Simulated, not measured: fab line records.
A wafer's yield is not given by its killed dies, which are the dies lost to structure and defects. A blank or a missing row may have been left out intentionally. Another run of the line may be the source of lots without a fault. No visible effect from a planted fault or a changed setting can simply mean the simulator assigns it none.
2 desks looking at one fault -- flow nand-harc -- each desk has only its own numbers; what lay behind them comes last

METROLOGY DESK
Lot by lot, what the gauges showed, no matter which tool ran the lot: averages of those sampled wafers that carry a number. If a lot's mean is further than 4 standard deviations from the usual mean, the lot is out of limits and carries the mark OUT (the distance appears in the brackets).
Columns: A = thk-nm at NHARC_A_ONON_D1_THK_MEAS_30, usual 999 nm; B = overlay-x-nm at NHARC_A_CHANNEL_HOLE_D1_OVL_MEAS_11, usual 0.0 nm; C = overlay-y-nm at NHARC_A_CHANNEL_HOLE_D1_OVL_MEAS_11, usual -0.1 nm
lot,first seen here,A,B,C
L365,day 8 12:26,1003,1.0,0.0
L367,day 8 23:05,1016,-0.9,-0.5
L370,day 9 09:14,988,-0.3,-1.2
L372,day 9 14:17,986,0.2,0.0
L373,day 10 02:18,992,0.0,-0.5
L379,day 11 20:32,698 (-27) OUT,-,-
L380,day 12 06:15,695 (-28) OUT,-,-
L382,day 12 06:23,1011,-0.0,-0.7
L381,day 12 06:31,987,-0.7,0.6
L383,day 12 13:44,996,0.1,-1.1
L384,day 12 13:44,1006,0.2,0.8
L385,day 13 00:14,994,-1.7,0.1
L387,day 13 11:13,994,0.6,-1.6
L388,day 13 16:22,1011,-0.5,-1.0
Finding of this desk: L379, L380 out of limits; the first was L379 at day 11 20:32, on thk-nm at NHARC_A_ONON_D1_THK_MEAS_30. Within limits: L365, L367, L370, L372, L373, L382, L381, L383, L384, L385, L387, L388.

THE DEFECT DESK
For each lot, the counts of the inspections along the route, averaged over the sampled wafers that have a number. If a lot's mean is further than 4 standard deviations from the usual mean, the lot is out of limits and carries the mark OUT (the distance appears in the brackets).
Columns: A = raw-defect-count at NHARC_A_START_INSPECT_01, usual 3.6; B = raw-defect-count at NHARC_A_ZERO_WELL_INSPECT_17, usual 11
lot,first seen here,A,B
L365,day 6 23:23,5.0,22
L367,day 7 09:15,3.7,8
L370,day 7 19:24,4.3,16
L372,day 8 04:01,5.3,19
L373,day 8 15:28,3.0,5
L379,day 9 19:23,3.3,5
L380,day 10 18:19,3.7,12
L382,day 10 19:09,3.7,11
L381,day 10 19:38,3.0,6
L384,day 11 03:10,2.0,17
L383,day 11 03:27,3.7,5
L385,day 11 10:19,4.7,18
L387,day 12 01:01,2.7,16
L388,day 12 05:04,4.7,9
Finding of this desk: none of the 14 lots has anything out of limits.

ALL TOGETHER
On L379, L380, the metrology desk was in a position to raise an alarm at day 11 20:32.
No out-of-limits result turned up at the defect desk.
The defect desk has L379, L380 on record, within its limits.
The lots listed all ran NHARC_A_ONON_D1_DEP_28 on pecvd-onon-02.

WHAT THE SIMULATOR HAD PUT IN
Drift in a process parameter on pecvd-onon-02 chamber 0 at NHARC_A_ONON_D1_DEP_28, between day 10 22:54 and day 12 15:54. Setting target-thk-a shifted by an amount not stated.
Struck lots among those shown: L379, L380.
Hours from the fault's start to each desk's first reading out of limits: the metrology desk, 22.
